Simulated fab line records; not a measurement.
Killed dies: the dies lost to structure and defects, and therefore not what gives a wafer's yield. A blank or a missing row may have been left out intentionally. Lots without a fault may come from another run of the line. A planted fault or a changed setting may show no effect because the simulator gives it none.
What tool caused it? + flow nand_harc + 13 lots, 39 wafers sampled, at 5 steps of a route of 1302

== WHAT EACH GAUGE READ, for each wafer ==
NHARC_END_SORT_01. Usual: killed_at_array 58, standard deviation 22; killed_at_other 1.0, standard deviation 1.3; killed_at_periphery 5, standard deviation 3.4; killed_dies 64, standard deviation 22; killed_open 3.6, standard deviation 1.8; killed_short 2.4, standard deviation 1.7.
| lot  | measured     | on        | killed_at_array | killed_at_other | killed_at_periphery | killed_dies | killed_open | killed_short | flag |
|------|--------------|-----------|-----------------|-----------------|---------------------|-------------|-------------|--------------|------|
| L243 | day 29 05:26 | prober-02 | 177 171 181     | 0 0 0           | 2 1 3               | 179 172 184 | 2 0 4       | 4 1 0        | OFF  |
| L245 | day 30 09:10 | prober-02 | 169 160 162     | 3 0 0           | 2 8 8               | 174 168 170 | 0 2 4       | 3 5 5        | OFF  |

== TOOL THAT RAN EACH LOT (tool first, then ch and the chambers of the sampled wafers, then the start) ==
| lot  | NHARC_A_STAIRCASE_STRIP_446          | NHARC_HYBRID_BOND_ACTIVATE_00      | NHARC_THIN_TSV_PVD_51                   | NHARC_THIN_TSV_PRE_CLEAN_54  |
|------|--------------------------------------|------------------------------------|-----------------------------------------|------------------------------|
| L231 | plasma_asher-02 ch 0,1, day 19 18:09 | rie_diel-11 ch 1,2, day 23 18:57   | pvd_sputter-03, day 24 11:51 or earlier | pvd_sputter-02, day 24 11:51 |
| L234 | plasma_asher-02 ch 0,1, day 20 13:56 | rie_diel-11 ch 0,1, day 24 13:35   | pvd_sputter-03, day 25 07:27 or earlier | pvd_sputter-03, day 25 07:27 |
| L236 | plasma_asher-02 ch 0,1, day 21 14:43 | rie_diel-11 ch 0,1,2, day 25 17:35 | pvd_sputter-03, day 26 10:36 or earlier | pvd_sputter-02, day 26 10:36 |
| L237 | plasma_asher-02 ch 0,1, day 21 20:19 | rie_diel-11 ch 0,1,2, day 26 07:36 | pvd_sputter-03, day 27 00:38 or earlier | pvd_sputter-02, day 27 00:38 |
| L238 | plasma_asher-02 ch 0,1, day 22 13:55 | rie_diel-01 ch 0,3, day 26 15:46   | pvd_sputter-02, day 27 09:05 or earlier | pvd_sputter-03, day 27 09:05 |
| L239 | plasma_asher-01 ch 0,1, day 22 14:07 | rie_diel-11 ch 0,1, day 26 18:30   | pvd_sputter-03, day 27 10:04 or earlier | pvd_sputter-01, day 27 10:04 |
| L240 | plasma_asher-02 ch 1, day 23 07:22   | rie_diel-11 ch 0,1, day 27 06:11   | pvd_sputter-02, day 27 23:22 or earlier | pvd_sputter-02, day 27 23:22 |
| L243 | plasma_asher-02 ch 0,1, day 23 20:56 | rie_diel-11 ch 2,3, day 28 04:13   | pvd_sputter-01, day 28 19:31 or earlier | pvd_sputter-01, day 28 19:31 |
| L245 | plasma_asher-02 ch 0,1, day 24 20:23 | rie_diel-11 ch 0,1,3, day 29 01:26 | pvd_sputter-01, day 29 21:57 or earlier | pvd_sputter-02, day 29 21:57 |
| L244 | plasma_asher-01 ch 0, day 24 20:29   | rie_diel-11 ch 0,2,3, day 28 21:33 | pvd_sputter-03, day 29 20:30 or earlier | pvd_sputter-01, day 29 20:30 |
| L251 | plasma_asher-01 ch 0,1, day 27 19:11 | rie_diel-11 ch 0,1,3, day 31 23:49 | pvd_sputter-03, day 32 18:40 or earlier | pvd_sputter-03, day 32 18:40 |
| L252 | plasma_asher-02 ch 0,1, day 28 04:38 | rie_diel-01 ch 0,1,3, day 32 07:35 | pvd_sputter-02, day 33 00:44 or earlier | pvd_sputter-03, day 33 00:44 |
| L253 | plasma_asher-01 ch 0,1, day 28 04:44 | rie_diel-11 ch 0,1, day 32 14:28   | pvd_sputter-01, day 33 09:22 or earlier | pvd_sputter-01, day 33 09:22 |
- NHARC_A_STAIRCASE_STRIP_446: strips in O2.
- NHARC_HYBRID_BOND_ACTIVATE_00: chemistry N2, time 60 s.
- NHARC_THIN_TSV_PVD_51: deposits Cu, target thk 100 nm.
- NHARC_THIN_TSV_PRE_CLEAN_54: time 30 s.

== WHAT THE TOOLS THEMSELVES READ (means of the sampled wafers that have a number; where no wafer has one, the mark that the record gives instead) ==
NHARC_A_STAIRCASE_STRIP_446. Usual: drypump_motor_current_A 5.7 A, standard deviation 0.67; heater_power_w 304 W, standard deviation 30.
| lot  | tool            | drypump_motor_current_A (A) | heater_power_w (W) | flag |
|------|-----------------|-----------------------------|--------------------|------|
| L231 | plasma_asher-02 | 6.3                         | 283                |      |
| L234 | plasma_asher-02 | 6.3                         | 283                |      |
| L236 | plasma_asher-02 | 6.3                         | 285                |      |
| L237 | plasma_asher-02 | 6.2                         | 294                |      |
| L238 | plasma_asher-02 | 6.3                         | 294                |      |
| L239 | plasma_asher-01 | 5.1                         | 306                |      |
| L240 | plasma_asher-02 | 6.3                         | 275                |      |
| L243 | plasma_asher-02 | 6.3                         | 289                |      |
| L245 | plasma_asher-02 | 6.2                         | 292                |      |
| L244 | plasma_asher-01 | 5.3                         | 283                |      |
| L251 | plasma_asher-01 | 4.9                         | 336                |      |
| L252 | plasma_asher-02 | 6.3                         | 300                |      |
| L253 | plasma_asher-01 | 5.1                         | 313                |      |

NHARC_HYBRID_BOND_ACTIVATE_00. Usual: drypump_motor_current_A 6.0 A, standard deviation 0.46; oes_product_au 0.993 a.u., standard deviation 0.012; rf_vpp_V 64.1 V, standard deviation 0.91; showerhead_plenum_p_Torr 1.77 Torr, standard deviation 0.091.
| lot  | tool        | drypump_motor_current_A (A) | oes_product_au (a.u.) | rf_vpp_V (V) | showerhead_plenum_p_Torr (Torr) | flag |
|------|-------------|-----------------------------|-----------------------|--------------|---------------------------------|------|
| L231 | rie_diel-11 | 6.2                         | 0.994                 | 64.0         | 1.74                            |      |
| L234 | rie_diel-11 | 6.1                         | 0.978                 | 64.6         | 1.66                            |      |
| L236 | rie_diel-11 | 6.3                         | 0.990                 | 63.6         | 1.71                            |      |
| L237 | rie_diel-11 | 6.3                         | 0.989                 | 63.1         | 1.71                            |      |
| L238 | rie_diel-01 | 5.3                         | 1.000                 | 64.4         | 1.82                            |      |
| L239 | rie_diel-11 | 6.3                         | 0.982                 | 63.4         | 1.67                            |      |
| L240 | rie_diel-11 | 6.3                         | 0.978                 | 63.4         | 1.67                            |      |
| L243 | rie_diel-11 | 6.1                         | 0.993                 | 64.7         | 1.82                            |      |
| L245 | rie_diel-11 | 6.0                         | 0.989                 | 64.6         | 1.74                            |      |
| L244 | rie_diel-11 | 6.2                         | 0.994                 | 64.5         | 1.79                            |      |
| L251 | rie_diel-11 | 6.0                         | 0.988                 | 63.7         | 1.74                            |      |
| L252 | rie_diel-01 | 5.5                         | 1.014                 | 63.4         | 1.77                            |      |
| L253 | rie_diel-11 | 6.1                         | 0.970                 | 64.1         | 1.66                            |      |

NHARC_THIN_TSV_PVD_51. Usual: throttle_valve_pct 29.7 %, standard deviation 0.9.
| lot  | tool           | throttle_valve_pct (%) | flag |
|------|----------------|------------------------|------|
| L231 | pvd_sputter-03 | 30.1                   |      |
| L234 | pvd_sputter-03 | 30.1                   |      |
| L236 | pvd_sputter-03 | 29.9                   |      |
| L237 | pvd_sputter-03 | 30.4                   |      |
| L238 | pvd_sputter-02 | 29.0                   |      |
| L239 | pvd_sputter-03 | 29.8                   |      |
| L240 | pvd_sputter-02 | 29.8                   |      |
| L243 | pvd_sputter-01 | 29.3                   |      |
| L245 | pvd_sputter-01 | 29.6                   |      |
| L244 | pvd_sputter-03 | 30.0                   |      |
| L251 | pvd_sputter-03 | 30.4                   |      |
| L252 | pvd_sputter-02 | 29.6                   |      |
| L253 | pvd_sputter-01 | 28.3                   |      |

NHARC_THIN_TSV_PRE_CLEAN_54. Usual: heater_power_w 393 W, standard deviation 47.
| lot  | tool           | heater_power_w (W) | flag |
|------|----------------|--------------------|------|
| L231 | pvd_sputter-02 | 358                |      |
| L234 | pvd_sputter-03 | 429                |      |
| L236 | pvd_sputter-02 | 375                |      |
| L237 | pvd_sputter-02 | 378                |      |
| L238 | pvd_sputter-03 | 379                |      |
| L239 | pvd_sputter-01 | 378                |      |
| L240 | pvd_sputter-02 | 376                |      |
| L243 | pvd_sputter-01 | 408                |      |
| L245 | pvd_sputter-02 | 406                |      |
| L244 | pvd_sputter-01 | 392                |      |
| L251 | pvd_sputter-03 | 427                |      |
| L252 | pvd_sputter-03 | 412                |      |
| L253 | pvd_sputter-01 | 379                |      |

== THE ANSWER, worked out from the rows above alone ==
Rule: take the mean of a lot's wafers that have a number; if it is more than 3 standard deviations from the usual mean, the lot is off. Also off: a lot with no number at a reading for which 4 or more lots have one. The other lots that the step has rows for count as sound. Order of review: gauges by route order, followed by the tools' own readings, for which a lot's mean as printed above is used. At the first step where some lot is off, the reading lying furthest off is the one used; lots without a number count as furthest.
Off, at NHARC_END_SORT_01 on killed_at_array: L243, L245. Neither off nor sound, because the step has no rows for them: L231, L234, L236, L237, L238, L239, L240, L244, L251, L252, L253.
If a tool, at a process step before that reading, ran all the lots that are off and no sound lot after the first of them, it fits. The gauges at NHARC_END_SORT_01 are tried like those tools. NHARC_THIN_TSV_PVD_51 gives no start for some lots, so the hours and the order of its lots are those of NHARC_THIN_TSV_PRE_CLEAN_54. Can't be told from this: 4 tools fit, plasma_asher-02 at NHARC_A_STAIRCASE_STRIP_446, rie_diel-11 at NHARC_HYBRID_BOND_ACTIVATE_00, pvd_sputter-01 at NHARC_THIN_TSV_PVD_51, prober-02 at NHARC_END_SORT_01.

== WHAT HAD BEEN PUT IN BY THE SIMULATOR ==
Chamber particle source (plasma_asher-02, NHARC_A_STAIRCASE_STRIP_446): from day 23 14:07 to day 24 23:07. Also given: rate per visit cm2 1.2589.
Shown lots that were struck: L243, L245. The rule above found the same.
